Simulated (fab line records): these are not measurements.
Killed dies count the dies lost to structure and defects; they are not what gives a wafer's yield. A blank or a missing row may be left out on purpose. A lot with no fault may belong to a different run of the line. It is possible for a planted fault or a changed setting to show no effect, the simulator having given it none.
A struck lot beside a sound one	flow n5 finfet	15 out of 1938 route steps
Sound: wafers L700.2, L700.4, L700.5. Struck: wafer L718.5 (left out: L718.4, L718.6 of the same lot, which were not struck); the cause appears at the end.
At each step with rows: each side's tool, then ch and its chambers, then its first start. Under that, the readings that differ: sound wafers	struck wafers	difference of the means	sigmas: that difference in standard deviations of wafers without a fault.
alike: readings with means less than 2 such deviations apart, plus words and numbers identical on both sides. not compared: withheld readings, readings lacking a value on some wafer, bounds such as >300 that could conceal the same value, and numbers that have no deviation in the record and whose values overlap.
The two part at a step that has a row with sigmas, a row that says differs or no value, or rows on one side only. When numbers do not overlap yet have no deviation, they are printed without sigmas and do not part them. A reading missing from all wafers of one side parts the sides only when that side holds two or more wafers.

first, 1 step without rows for these wafers: N5_BEOL_M11_DEVELOP_27 (develop time 30 s).
N5_BEOL_M11_CD_MEAS_28: the cd target is 70 nm.
  sound on cd sem-03 ch 0, day 10 08:23; struck on cd sem-01 ch 0, day 14 20:14
  alike: cd nm
N5_BEOL_M11_OVL_MEAS_29:
  sound on overlay-01 ch 0, day 10 08:25; struck on overlay-02 ch 0, day 14 20:16
reading	sound	struck	difference	sigmas
V10_OVL (nm)	-0.8 -0.5 -0.7	-2.2	-1.5	-2
N5_BEOL_M11_INSPECT_30: inspects for defects (brightfield).
  sound: defect inspect-01 at day 10 08:26; struck: defect inspect-01 at day 14 20:17
  alike: raw defect count
N5_BEOL_M11_DESCUM_33: chemistry O2, time 7.9 s.
  sound on rie diel-01 ch 0,1,2, day 10 08:28; struck on rie diel-03 ch 0, day 14 20:19
  alike: drypump motor current A, oes product au, rf vpp V, showerhead plenum p Torr, throttle valve pct
  not compared: rf hours counter h
N5_BEOL_M11_ETCH_65: etches SiARC in CF4, target depth 39 nm, time 65 s.
  sound on rie diel-01 ch 0,1,2, day 10 08:30; struck on rie diel-03 ch 0, day 14 20:22
  alike: cf4 flow sccm, drypump motor current A, etch rf on time s, oes product au, rf vpp V, showerhead plenum p Torr, throttle valve pct
  not compared: rf hours counter h
N5_BEOL_M11_ETCH_66: etches SOC in N2/H2, target depth 120 nm, overetch 24 nm, time 180 s.
  sound on rie diel-01 ch 0,1,2, day 10 08:33; struck on rie diel-03 ch 0, day 14 20:25
  alike: drypump motor current A, oes product au, rf vpp V, showerhead plenum p Torr, throttle valve pct
  not compared: rf hours counter h
then, 1 step without rows for these wafers: N5_BEOL_M11_STRIP_69 (strips in N2/H2).
N5_BEOL_M11_VIA_ETCH_34: etches SiCOH lowk in C4F6/O2, target depth 184.5 nm, time 69.2 s.
  sound on rie diel-01 ch 0,1,2, day 10 08:41; struck on rie diel-03 ch 0, day 14 20:32
  alike: drypump motor current A, oes_o_777_au, oes product au, rf vpp V, showerhead plenum p Torr, throttle valve pct
  not compared: rf hours counter h
then, 1 step without rows for these wafers: N5_BEOL_M11_STRIP_73 (strips in C4F6/O2).
N5_BEOL_M11_STRIP_36: strips in N2/H2.
  sound on rie diel-01 ch 0,1,2, day 10 08:44; struck on rie diel-03 ch 0, day 14 20:35
reading	sound	struck	difference	sigmas
oes product au (a.u.)	0.66 0.85 0.72	0.93	+0.19	+2
  alike: drypump motor current A, rf vpp V, showerhead plenum p Torr, throttle valve pct
  not compared: rf hours counter h
then, 1 step without rows for these wafers: N5_BEOL_M11_TRENCH_ETCH_37 (etches SiCOH lowk in C4F6/O2, target depth 148.83 nm, time 48 s).
N5_BEOL_M11_ETCH_41: etches SiCN in CH3F/O2, target depth 42.6 nm, time 86 s.
  sound on rie diel-01 ch 0,1,2, day 10 08:49; struck on rie diel-03 ch 0, day 14 20:40
reading	sound	struck	difference	sigmas
oes product au (a.u.)	0.66 0.85 0.73	1.29	+0.54	+7
model.etch.depth nm (nm)	32.08 33 32.1	56.58	+24.19	
  alike: drypump motor current A, rf vpp V, showerhead plenum p Torr, throttle valve pct
  not compared: rf hours counter h
then, 1 step without rows for these wafers: N5_BEOL_M11_STRIP_77 (strips in N2/H2, time 10 s).
N5_PASSIVATION_PROBE_49:
  sound: prober-02 at day 12 03:40; struck: prober-02 at day 16 17:49
  alike: defect limited yield, killed_at_M0_to_M3, killed_at_M4_up, killed at contacts, killed at front end, killed at other, killed dies, killed open, killed short, sort_bin_5_function, sort_bin_6_memory, sort n pass, sort yield pct

## WHERE THEY PART
Earliest at N5_BEOL_M11_OVL_MEAS_29; latest, in this record, at N5_BEOL_M11_ETCH_41. Later steps at which nothing parts them and some readings are alike: N5_PASSIVATION_PROBE_49.

WHY: the cause the simulator had injected
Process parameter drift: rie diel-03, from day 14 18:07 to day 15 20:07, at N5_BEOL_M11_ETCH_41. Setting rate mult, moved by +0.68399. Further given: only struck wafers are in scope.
